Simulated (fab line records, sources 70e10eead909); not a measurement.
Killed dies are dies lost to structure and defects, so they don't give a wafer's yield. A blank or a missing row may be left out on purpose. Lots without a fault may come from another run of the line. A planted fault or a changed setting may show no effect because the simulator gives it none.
A struck lot beside a sound one | flow nand_harc | 40 steps out of a route of 1302
Sound: wafers L238.2, L238.3, L238.6. Struck: wafers L247.1, L247.4, L247.5. The cause comes at the end.
At each step with rows: each side's tool, then ch and its chambers, then its first start. Under that, the readings that differ: sound wafers | struck wafers | difference of the means | sigmas: that difference in standard deviations of wafers without a fault.
alike: readings whose means differ by less than 2 such deviations, and words and numbers that are the same on both sides. not compared: withheld readings, readings that some wafer has no value for, bounds like >300 that may hide the same value, and numbers for which the record gives no deviation and whose values overlap.
The two part at a step that has a row with sigmas, a row that says differs or no value, or rows on one side only. Numbers that don't overlap but have no deviation are shown without sigmas and don't part them. A reading that every wafer of one side lacks parts them only if that side has two wafers or more.

NHARC_A_CONTACT_CD_MEAS_08: target cd 200 nm.
  sound on cd_sem-01 ch 0, day 24 10:01; struck on cd_sem-03 ch 0, day 28 14:17
  alike: cd_nm
NHARC_A_CONTACT_OVL_MEAS_09:
  sound on overlay-02, day 24 10:07; struck on overlay-01, day 28 14:23
  alike: overlay_x_nm, overlay_y_nm
NHARC_A_CONTACT_INSPECT_10:
  sound on defect_inspect-01, day 24 10:09; struck on defect_inspect-02, day 28 14:25
  alike: raw_defect_count
then, 3 steps without rows for these wafers: NHARC_A_CONTACT_DESCUM_13 (chemistry O2, time 3 s); NHARC_A_CONTACT_ETCH_88 (etches the open film in CF4, target depth 39 nm, time 65 s); NHARC_A_CONTACT_ETCH_89 (etches the open film in N2/H2, target depth 260 nm, time 475.3 s).
NHARC_A_CONTACT_ETCH_30: etches the open film in CF4/CHF3, target depth 72.6 nm, time 36.3 s.
  sound on rie_diel-08 ch 1,2,3; struck on rie_diel-04 ch 1,2
  reading               | sound             | struck            | difference | sigmas
  oes_product_au (a.u.) | 0.980 0.960 0.975 | 0.921 0.925 0.925 | -0.048     | -3
  alike: drypump_motor_current_A, rf_vpp_V, showerhead_plenum_p_Torr, throttle_valve_pct
  not compared: rf_hours_counter_h
then, 4 steps without rows for these wafers: NHARC_A_CONTACT_ETCH_31 (etches the open film in O2/COS, target depth 2800 nm, time 728 s); NHARC_A_CONTACT_ETCH_134 (etches the open film in C4F8/O2/Ar, time 140 s, target depth 700 nm); NHARC_A_CONTACT_ETCH_135 (etches the open film in C4F8/O2/Ar, time 311 s, target depth 1912 nm); NHARC_A_CONTACT_ETCH_136 (etches the open film in C4F8/O2/Ar, time 311 s, target depth 1912 nm).
NHARC_A_CONTACT_ETCH_137: etches the open film in C4F8/O2/Ar, time 311 s, target depth 1912 nm.
  sound on har_cap_etch-03 ch 0,1, day 24 12:05; struck on har_cap_etch-03 ch 0,1, day 28 16:51
  not compared: rf_hours_counter_h
NHARC_A_CONTACT_ETCH_138: etches the open film in C4F8/O2/Ar, time 311 s, target depth 1914 nm.
  sound on har_cap_etch-03 ch 0,1, day 24 12:22; struck on har_cap_etch-03 ch 0,1, day 28 17:08
  not compared: rf_hours_counter_h
then, 2 steps without rows for these wafers: NHARC_A_CONTACT_ETCH_139 (etches the open film in C4F8/O2/Ar, time 195 s, target depth 840 nm); NHARC_A_CONTACT_ETCH_92 (etches the open film in CH3F/O2, target depth 40 nm, time 85.7 s).
NHARC_A_CONTACT_ETCH_98: etches the open film in C4F6/O2, target depth 20 nm, time 10 s.
  sound on rie_diel-08 ch 1,2; struck on rie_diel-04 ch 1,2
  alike: drypump_motor_current_A, oes_product_au, rf_vpp_V, showerhead_plenum_p_Torr, throttle_valve_pct
  not compared: rf_hours_counter_h
NHARC_A_CONTACT_CD_MEAS_15:
  sound on cd_sem-01, day 24 13:25; struck on cd_sem-02, day 28 18:08
  alike: cd_nm
then, 6 steps without rows for these wafers: NHARC_A_CONTACT_STRIP_107 (strips in N2/H2); NHARC_A_CONTACT_STRIP_108 (strips in CF4/CHF3); NHARC_A_CONTACT_STRIP_109 (strips in O2/COS); NHARC_A_CONTACT_ETCH_110 (etches the open film in CF4/O2, target depth 60 nm, overetch 6 nm, time 33 s); NHARC_A_CONTACT_STRIP_26 (strips in O2); NHARC_A_CONTACT_STRIP_27 (strips in post etch residue remover, time 600 s).
NHARC_A_CONTACT_ALD_18: deposits TiN, target thk 3 nm, pulse time 1 s, ald cycles 150.
  sound on ald_metal-03 ch 0,2,3, day 24 14:50; struck on ald_metal-01 ch 1,3, day 28 19:05
  alike: heater_power_outer_w, heater_power_w, precursor_pulse_height_rel
then, 1 step without rows for these wafers: NHARC_A_CONTACT_CVD_19 (deposits W, target thk 300 nm, time 802 s).
NHARC_A_CONTACT_CMP_20: polishes, t overpolish 30 s, target thk 300 nm.
  sound on cmp-02 ch 0,2,3, day 24 15:53; struck on cmp-04 ch 1,2,3, day 28 20:11
  alike: motor_current_A, overpolish_run_s, retaining_ring_pressure_frac, time_to_endpoint_s
then, 11 steps without rows for these wafers: NHARC_A_CONTACT_SRD_22; NHARC_A_BLC_DEHYDRATE_00 (time 120 s); NHARC_A_BLC_HMDS_01 (time 30 s); NHARC_A_BLC_COAT_02 (time 75 s); NHARC_A_BLC_COAT_03 (time 65 s); NHARC_A_BLC_COAT_04 (resist thk 90 nm); NHARC_A_BLC_SOFTBAKE_05 (time 55 s); NHARC_A_BLC_EBR_06; NHARC_A_BLC_EXPOSE_07 (exposes mask A BLC, target cd 100 nm); NHARC_A_BLC_PEB_08 (peb time 65 s); NHARC_A_BLC_DEVELOP_09 (develop time 35 s).
NHARC_A_BLC_CD_MEAS_10: target cd 100 nm.
  sound on cd_sem-03 ch 0, day 24 16:48; struck on cd_sem-02 ch 0, day 28 21:05
  alike: cd_nm
NHARC_A_BLC_OVL_MEAS_11:
  sound on overlay-01, day 24 16:53; struck on overlay-02, day 28 21:10
  alike: overlay_x_nm, overlay_y_nm
NHARC_END_SORT_01:
  the record has rows for the struck wafers here (prober-01 ch 0, day 30 16:33) and none for the sound ones

WHERE THEY PART
First at NHARC_A_CONTACT_ETCH_30; last, within this record, at NHARC_END_SORT_01.

WHY: what the simulator had put in
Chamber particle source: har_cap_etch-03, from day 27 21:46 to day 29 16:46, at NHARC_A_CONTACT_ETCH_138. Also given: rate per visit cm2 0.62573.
